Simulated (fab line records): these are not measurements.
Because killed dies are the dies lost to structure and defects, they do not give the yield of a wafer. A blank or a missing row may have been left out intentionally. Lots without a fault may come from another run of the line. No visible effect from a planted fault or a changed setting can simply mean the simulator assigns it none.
Lot-split experiment    flow n5_finfet    on a route of 1938 steps: 7 lots, 39 wafers read

## THE SPLIT ITSELF
At N5_DUMMY_GATE_ETCH_31 (etches SiO2 in C4F6/O2, target depth 82.5 nm, time 27.5 s), the setting target_depth_a was moved away from the recipe's 825 angstrom on 12 of the 39 wafers read, by -11.1% to +8.3%. All remaining wafers had this setting at the recipe value.

Reading taken at the split's own step.

## THE READING
SOC_of_DUMMY_GATE_COAT_34.thk_nm (the simulator's own value, which no gauge read), in nm, at N5_DUMMY_GATE_ETCH_31 (etches SiO2 in C4F6/O2, target depth 82.5 nm, time 27.5 s). There is no usual value for it anywhere in the file. Across the 27 wafers here that went through the recipe, the average is 51.7 nm and the standard deviation 0.2 nm.

wafer   tool, chamber at the split  target_depth_a as run, angstrom  against the recipe  SOC_of_DUMMY_GATE_COAT_34.thk_nm, nm  against lot-mates on the recipe
L075.1  rie_diel-01, 2              825                              recipe              51.4                                  -
L075.2  rie_diel-01, 3              825                              recipe              51.6                                  -
L075.3  rie_diel-01, 0              825                              recipe              51.8                                  -
L075.4  rie_diel-01, 1              825                              recipe              51.4                                  -
L075.5  rie_diel-01, 1              825                              recipe              51.6                                  -
L075.6  rie_diel-01, 2              825                              recipe              51.6                                  -
L077.1  rie_diel-03, 3              825                              recipe              52                                    -
L077.2  rie_diel-03, 0              825                              recipe              52                                    -
L077.6  rie_diel-03, 3              825                              recipe              51.8                                  -
L078.1  rie_diel-04, 3              825                              recipe              51.6                                  -
L078.2  rie_diel-04, 2              779.5                            -5.5%               52                                    +0.4
L078.3  rie_diel-04, 0              779.5                            -5.5%               52                                    +0.4
L078.4  rie_diel-04, 1              825                              recipe              51.6                                  -
L078.5  rie_diel-04, 0              779.5                            -5.5%               52                                    +0.4
L078.6  rie_diel-04, 3              825                              recipe              51.6                                  -
L084.1  rie_diel-04, 2              825                              recipe              51.8                                  -
L084.2  rie_diel-04, 0              825                              recipe              51.8                                  -
L084.3  rie_diel-04, 3              733.3                            -11.1%              52.6                                  +0.8
L084.4  rie_diel-04, 1              825                              recipe              51.8                                  -
L084.5  rie_diel-04, 3              733.3                            -11.1%              52.8                                  +1.0
L084.6  rie_diel-04, 2              733.3                            -11.1%              52.8                                  +1.0
L085.1  rie_diel-04, 1              825                              recipe              51.6                                  -
L085.2  rie_diel-04, 2              825                              recipe              51.4                                  -
L085.3  rie_diel-04, 0              825                              recipe              51.4                                  -
L085.4  rie_diel-04, 0              825                              recipe              51.4                                  -
L085.5  rie_diel-04, 2              825                              recipe              51.8                                  -
L085.6  rie_diel-04, 1              825                              recipe              51.4                                  -
L089.1  rie_diel-01, 3              893.2                            +8.3%               51.2                                  -0.6
L089.2  rie_diel-01, 1              825                              recipe              51.6                                  -
L089.3  rie_diel-01, 0              893.2                            +8.3%               51                                    -0.8
L089.4  rie_diel-01, 2              825                              recipe              51.8                                  -
L089.5  rie_diel-01, 3              825                              recipe              52                                    -
L089.6  rie_diel-01, 2              893.2                            +8.3%               51                                    -0.8
L090.1  rie_diel-01, 1              825                              recipe              51.8                                  -
L090.2  rie_diel-01, 0              878.7                            +6.5%               51.4                                  -0.4
L090.3  rie_diel-01, 3              878.7                            +6.5%               51.4                                  -0.4
L090.4  rie_diel-01, 1              825                              recipe              51.6                                  -
L090.5  rie_diel-01, 3              878.7                            +6.5%               51.2                                  -0.6
L090.6  rie_diel-01, 0              825                              recipe              52                                    -

FIT RESULTS
A straight line over all 39 wafers: SOC_of_DUMMY_GATE_COAT_34.thk_nm changes by -0.0785 nm for each +1% of target_depth_a; r = -0.89; the points scatter about the line by 0.19 nm.
The same after taking each lot's own level away (the mean of its wafers on the recipe; 39 wafers): -0.0819 nm for each +1%; r = -0.95; scatter 0.12 nm.
Per that fit: largest target_depth_a move, reading shift of 0.91 nm.
From 51.50 to 51.93 nm: that is the span of the lots' own levels, equal to 2.2 times the standard deviation above.
The two slopes are in agreement: the lot-to-lot level therefore moves the slope only a little.
Check: with one of the wafers moved furthest among these (-11.1%) left out of the fit, the line predicts +0.933 nm for it against its lot-mates. It came out at +0.8 nm against them.

## THE OTHER SPLITS THESE WAFERS WENT THROUGH
Before the reading, these wafers also passed through other splits. Each is held against what the fit with the lots' levels taken away leaves over:
other split on the same wafers         wafers away from the commonest value  r with SOC_of_DUMMY_GATE_COAT_34.thk_nm (lot level and that fit taken away)
N5_PMOS_HMC_CHANNEL_EPI_EPI_20 temp_c  15                                    +0.01
N5_FIN_SAQP_SPACER1_ALD_24 ald_cycles  15                                    -0.06

## THE WHOLE CHAIN: every reading that the file lists as answering this split, in the file's order
step                   what it does                                               reading                                                                            change (the file's fit)                 r (the file's)
N5_DUMMY_GATE_ETCH_31  etches SiO2 in C4F6/O2, target depth 82.5 nm, time 27.5 s  etch.depth_nm (the simulator's own value, which no gauge read)                     +0.778 nm for each +1% of the setting   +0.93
N5_DUMMY_GATE_ETCH_31  etches SiO2 in C4F6/O2, target depth 82.5 nm, time 27.5 s  SOC_of_DUMMY_GATE_COAT_34.thk_nm (the simulator's own value, which no gauge read)  -0.0819 nm for each +1% of the setting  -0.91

## FILE'S OWN FIT
SOC_of_DUMMY_GATE_COAT_34.thk_nm changes by -0.0819 nm for each +1% of target_depth_a, r = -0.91.
